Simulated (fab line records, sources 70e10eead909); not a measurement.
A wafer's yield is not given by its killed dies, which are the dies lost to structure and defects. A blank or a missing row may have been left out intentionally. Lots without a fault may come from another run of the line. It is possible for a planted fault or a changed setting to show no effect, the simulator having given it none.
Which tool is to blame? || flow nand harc || Sampling: 6 lots, 18 wafers, 4 of 1302 route steps

WHAT EACH GAUGE READ, for each wafer
NHARC_P_M1_THK_MEAS_24: measures by xrf.
{"lot": "L680", "measured": "day 7 20:56", "on": "film metro-01", "thk nm (nm)": "155.3 157.5 158.7"}
{"lot": "L682", "measured": "day 8 19:52", "on": "film metro-02", "thk nm (nm)": "28.2 30.5 30.3"}
{"lot": "L690", "measured": "day 12 06:20", "on": "film metro-02", "thk nm (nm)": "156.9 158.4 159.3"}
{"lot": "L693", "measured": "day 13 06:44", "on": "film metro-01", "thk nm (nm)": "158.4 156.6 158.4"}
{"lot": "L695", "measured": "day 14 00:07", "on": "film metro-02", "thk nm (nm)": "156.3 157.9 158.1"}
{"lot": "L697", "measured": "day 15 00:19", "on": "film metro-01", "thk nm (nm)": "156.2 159.8 157.4"}

WHAT TOOL EACH LOT RAN ON (gives the tool, then ch and the chambers of the sampled wafers, and finally the start)
{"lot": "L680", "NHARC_P_M0_ANNEAL_30": "rtp anneal-01 ch 0, day 7 15:32", "NHARC_P_M1_ECD_22": "ecd cu-02 ch 0,1, day 7 19:55", "NHARC_P_M1_CMP_23": "cmp-02 ch 1,2,3, day 7 20:38"}
{"lot": "L682", "NHARC_P_M0_ANNEAL_30": "rtp anneal-01 ch 0, day 8 15:10", "NHARC_P_M1_ECD_22": "ecd cu-02 ch 0, day 8 18:53", "NHARC_P_M1_CMP_23": "cmp-03 ch 0,2, day 8 19:34"}
{"lot": "L690", "NHARC_P_M0_ANNEAL_30": "rtp anneal-01 ch 0, day 12 01:29", "NHARC_P_M1_ECD_22": "ecd cu-01 ch 1, day 12 05:21", "NHARC_P_M1_CMP_23": "cmp-01 ch 0,3, day 12 06:01"}
{"lot": "L693", "NHARC_P_M0_ANNEAL_30": "rtp anneal-01 ch 0, day 13 01:31", "NHARC_P_M1_ECD_22": "ecd cu-02 ch 0,1, day 13 05:45", "NHARC_P_M1_CMP_23": "cmp-03 ch 0,3, day 13 06:27"}
{"lot": "L695", "NHARC_P_M0_ANNEAL_30": "rtp anneal-02 ch 0, day 13 19:20", "NHARC_P_M1_ECD_22": "ecd cu-02 ch 0,1, day 13 23:08", "NHARC_P_M1_CMP_23": "cmp-01 ch 2,3, day 13 23:48"}
{"lot": "L697", "NHARC_P_M0_ANNEAL_30": "rtp anneal-01 ch 0, day 14 19:33", "NHARC_P_M1_ECD_22": "ecd cu-02 ch 0,1, day 14 23:16", "NHARC_P_M1_CMP_23": "cmp-03 ch 1,2, day 15 00:00"}
- NHARC_P_M0_ANNEAL_30: time 90 s.
- NHARC_P_M1_ECD_22: material Cu, target thk 400 nm.
- NHARC_P_M1_CMP_23: polishes, t overpolish 20 s, target thk 157.82 nm.

THE ANSWER, worked out from the rows above alone
Rule: what is usual is taken from the lots themselves. Put in order of their means at a reading, lots are off if they are a third of the lots or fewer, leave a main group of 4 or more, and stand apart from it by a gap of 3 or more times the standard deviation of the main group's means; of several such gaps the widest counts. The tables above print the reading to a certain number of digits; a main group whose means all agree to those digits is not used. A lot without any number at a reading at which 4 lots or more have one is off too. All remaining lots with rows at the step are treated as sound.
Off, at NHARC_P_M1_THK_MEAS_24 on thk nm: L682. The main group has a mean of 157.7 nm with a standard deviation of 0.35.
If a tool, at a process step before that reading, ran all the lots that are off and no sound lot after the first of them, it fits. Gauges at NHARC_P_M1_THK_MEAS_24: tried the same way as those tools. Of those tried, none fits.

WHAT THE SIMULATOR HAD PUT IN
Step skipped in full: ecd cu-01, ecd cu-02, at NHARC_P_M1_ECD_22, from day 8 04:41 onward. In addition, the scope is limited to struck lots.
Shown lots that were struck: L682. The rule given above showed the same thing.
